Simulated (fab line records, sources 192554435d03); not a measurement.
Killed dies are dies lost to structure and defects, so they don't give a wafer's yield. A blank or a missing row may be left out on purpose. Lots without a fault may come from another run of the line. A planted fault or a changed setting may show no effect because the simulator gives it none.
Chamber matching | flow n5_finfet | N5_BEOL_M2_DESCUM_33 on rie_diel-03: 4 sister chambers
The step chemistry O2, time 7 s. 16 wafers are shown with their chamber, then 8 later ones without.

WAFERS WITH THEIR CHAMBER
wafer  | chamber | drypump_motor_current_A (A) | throttle_valve_pct (%) | oes_product_au (a.u.)
L074.3 | 3       | 5.7                         | 20.64                  | 0.70
L074.4 | 1       | 5.3                         | 20.17                  | 0.86
L074.5 | 1       | 5.3                         | 20.18                  | 0.86
L075.2 | 3       | 5.7                         | 20.65                  | 0.70
L075.5 | 3       | 5.7                         | 20.64                  | 0.70
L075.6 | 2       | 5.4                         | 20.17                  | 0.81
L083.2 | 2       | 5.5                         | 20.20                  | 0.80
L083.5 | 1       | 5.3                         | 20.20                  | 0.85
L083.6 | 0       | 5.6                         | 20.24                  | 0.73
L086.1 | 0       | 5.6                         | 20.26                  | 0.72
L086.3 | 2       | 5.4                         | 20.24                  | 0.78
L086.5 | 3       | 5.7                         | 20.28                  | 0.95
L088.1 | 2       | 5.4                         | 20.24                  | 0.78
L088.3 | 0       | 5.6                         | 20.26                  | 0.71
L088.4 | 3       | 5.7                         | 20.27                  | 0.93
L092.2 | 3       | 5.7                         | 20.28                  | 0.92

SIGNATURES (means of the wafers above)
reading                 | chamber 0 | chamber 1 | chamber 2 | chamber 3 | scatter within a chamber
drypump_motor_current_A | 5.600     | 5.300     | 5.425     | 5.700     | 0.025
throttle_valve_pct      | 20.2533   | 20.1833   | 20.2125   | 20.4600   | 0.131
oes_product_au          | 0.7200    | 0.8567    | 0.7925    | 0.8167    | 0.0832
Rule: a wafer's distance from a chamber is the root of the sum, over the readings, of the square of ((its reading less the chamber's mean) divided by the reading's scatter). The wafer belongs to the nearest chamber; if the next one is less than 2 further off, it can't be placed. The scatter: the root of (the sum of the squares of (reading less its chamber's mean) over the shown wafers, divided by (wafers less chambers)).

WAFERS WITHOUT THEIR CHAMBER
wafer  | drypump_motor_current_A (A) | throttle_valve_pct (%) | oes_product_au (a.u.)
L092.3 | 5.4                         | 20.23                  | 0.78
L092.4 | 5.3                         | 20.23                  | 0.82
L094.2 | 5.4                         | 20.25                  | 0.77
L094.3 | 5.7                         | 20.30                  | 0.90
L094.5 | 5.5                         | 20.24                  | 0.77
L097.1 | 5.4                         | 20.26                  | 0.77
L097.3 | 5.3                         | 20.23                  | 0.79
L097.5 | 5.4                         | 20.26                  | 0.77

WHICH CHAMBER EACH WENT THROUGH
wafer  | from the rows above     | in truth
L092.3 | 2                       | 2
L092.4 | 1                       | 1
L094.2 | 2                       | 2
L094.3 | 3                       | 3
L094.5 | can't be placed: 2 or 0 | 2
L097.1 | 2                       | 2
L097.3 | 1                       | 1
L097.5 | 2                       | 2
Placed correctly: 7 of 8. Can't be placed from these rows: 1 (the true chamber is among the candidates in 1). Placed wrongly: 0.
